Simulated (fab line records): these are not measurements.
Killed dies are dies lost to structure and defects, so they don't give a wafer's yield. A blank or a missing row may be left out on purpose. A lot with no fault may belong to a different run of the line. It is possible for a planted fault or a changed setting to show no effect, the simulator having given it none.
Split-lot experiment -- flow n5-finfet -- 39 wafers read from 7 lots, route of 1938 steps

## ABOUT THE SPLIT
At N5_FIN_CUT_CUT_ETCH_26 (etches SiNx in CH3F/O2, target depth 39 nm, time 55.7 s), the setting target-depth-a was moved away from the recipe's 390 angstrom on 15 of the 39 wafers read, by +9.1% to +12.9%. The other wafers ran this setting at the recipe's value.

Between the split and the reading, the file records no step.

## THE READING
SOC_of_FIN_CUT_COAT_18.thk-nm (the simulator's own value, which no gauge read), in nm, at N5_FIN_CUT_CUT_ETCH_27 (etches SiO2 in CHF3/O2, target depth 4 nm, overetch 2 nm, time 4.9 s). No usual value for it is given in the file. Here, 24 wafers ran the recipe; their average is 207.4 nm with a standard deviation of 0.73 nm.

wafer,"tool, chamber at the split","target-depth-a as run, angstrom",against the recipe,"SOC_of_FIN_CUT_COAT_18.thk-nm, nm",against lot-mates on the recipe
L076.1,"rie-diel-04, 0",390,recipe,205.4,-
L076.2,"rie-diel-04, 3",428,+9.7%,204.6,-1.5
L076.3,"rie-diel-04, 2",390,recipe,206.6,-
L076.4,"rie-diel-04, 1",428,+9.7%,204.8,-1.3
L076.5,"rie-diel-04, 1",428,+9.7%,204.2,-1.9
L076.6,"rie-diel-04, 2",390,recipe,206.4,-
L078.1,"rie-diel-01, 0",390,recipe,208.6,-
L078.3,"rie-diel-01, 3",390,recipe,207.4,-
L078.6,"rie-diel-01, 1",390,recipe,208,-
L082.1,"rie-diel-01, 3",435.5,+11.7%,204.2,-3.6
L082.2,"rie-diel-01, 2",390,recipe,207.6,-
L082.3,"rie-diel-01, 0",390,recipe,208.4,-
L082.4,"rie-diel-01, 1",435.5,+11.7%,205.6,-2.2
L082.5,"rie-diel-01, 2",390,recipe,207.4,-
L082.6,"rie-diel-01, 1",435.5,+11.7%,205,-2.8
L090.1,"rie-diel-04, 0",425.4,+9.1%,206.2,-1.3
L090.3,"rie-diel-04, 1",425.4,+9.1%,206.2,-1.3
L090.2,"rie-diel-04, 3",390,recipe,207.4,-
L090.4,"rie-diel-04, 3",390,recipe,207.6,-
L090.5,"rie-diel-04, 0",390,recipe,207.6,-
L090.6,"rie-diel-04, 1",425.4,+9.1%,205.6,-1.9
L093.1,"rie-diel-03, 1",440.4,+12.9%,205.4,-1.5
L093.2,"rie-diel-03, 0",390,recipe,206.8,-
L093.3,"rie-diel-03, 2",390,recipe,207.6,-
L093.4,"rie-diel-03, 3",440.4,+12.9%,203,-3.9
L093.5,"rie-diel-03, 3",390,recipe,206.4,-
L093.6,"rie-diel-03, 0",440.4,+12.9%,204.6,-2.3
L095.1,"rie-diel-03, 0",390,recipe,207.8,-
L095.6,"rie-diel-03, 1",390,recipe,207.8,-
L095.2,"rie-diel-03, 3",390,recipe,206.6,-
L095.3,"rie-diel-03, 1",390,recipe,208.2,-
L095.4,"rie-diel-03, 2",390,recipe,208,-
L095.5,"rie-diel-03, 2",390,recipe,208,-
L097.1,"rie-diel-04, 3",430.9,+10.5%,205.6,-1.4
L097.2,"rie-diel-04, 0",390,recipe,206.8,-
L097.5,"rie-diel-04, 3",390,recipe,206.8,-
L097.3,"rie-diel-04, 1",430.9,+10.5%,204.8,-2.2
L097.4,"rie-diel-04, 2",430.9,+10.5%,204.8,-2.2
L097.6,"rie-diel-04, 0",390,recipe,207.4,-

FIT RESULTS
A straight line over all 39 wafers: SOC_of_FIN_CUT_COAT_18.thk-nm changes by -0.223 nm for each +1% of target-depth-a; r = -0.85; the points scatter about the line by 0.75 nm.
The same after taking each lot's own level away (the mean of its wafers on the recipe; 39 wafers): -0.199 nm for each +1%; r = -0.89; scatter 0.55 nm.
The reading moves by 2.6 nm for the largest change in target-depth-a, on that fit.
The lots' own levels span 206.13 to 208.00 nm, that is 2.5 times the standard deviation above.
In other words, the slope is changed by the lot-to-lot level; the two fits disagree.
Check: with one of the wafers moved furthest among these (+12.9%) left out of the fit, the line predicts -2.67 nm for it against its lot-mates. It came out at -1.53 nm against them.

## FURTHER SPLITS ON THESE WAFERS
These wafers also went through other splits before the reading. Each is held against what the fit with the lots' levels taken away leaves over:
other split on the same wafers,wafers away from the commonest value,r with SOC_of_FIN_CUT_COAT_18.thk-nm (lot level and that fit taken away)
N5_WELL_APT_EPI_41 time-s,9,-0.18
N5_FIN_SAQP_ETCH_52 source-w,15,-0.09

## THE WHOLE CHAIN: every reading that the file lists as answering this split, in the file's order
step,what it does,reading,change (the file's fit),r (the file's)
N5_FIN_CUT_CUT_ETCH_26,"etches SiNx in CH3F/O2, target depth 39 nm, time 55.7 s","etch.depth-nm (the simulator's own value, which no gauge read)",+0.415 nm for each +1% of the setting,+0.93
N5_FIN_CUT_CUT_ETCH_26,"etches SiNx in CH3F/O2, target depth 39 nm, time 55.7 s","SOC_of_FIN_CUT_COAT_18.thk-nm (the simulator's own value, which no gauge read)",-0.194 nm for each +1% of the setting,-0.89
N5_FIN_CUT_CUT_ETCH_27,"etches SiO2 in CHF3/O2, target depth 4 nm, overetch 2 nm, time 4.9 s","SOC_of_FIN_CUT_COAT_18.thk-nm (the simulator's own value, which no gauge read)",-0.198 nm for each +1% of the setting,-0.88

## FILE'S OWN FIT
SOC_of_FIN_CUT_COAT_18.thk-nm changes by -0.198 nm for each +1% of target-depth-a, r = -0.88.
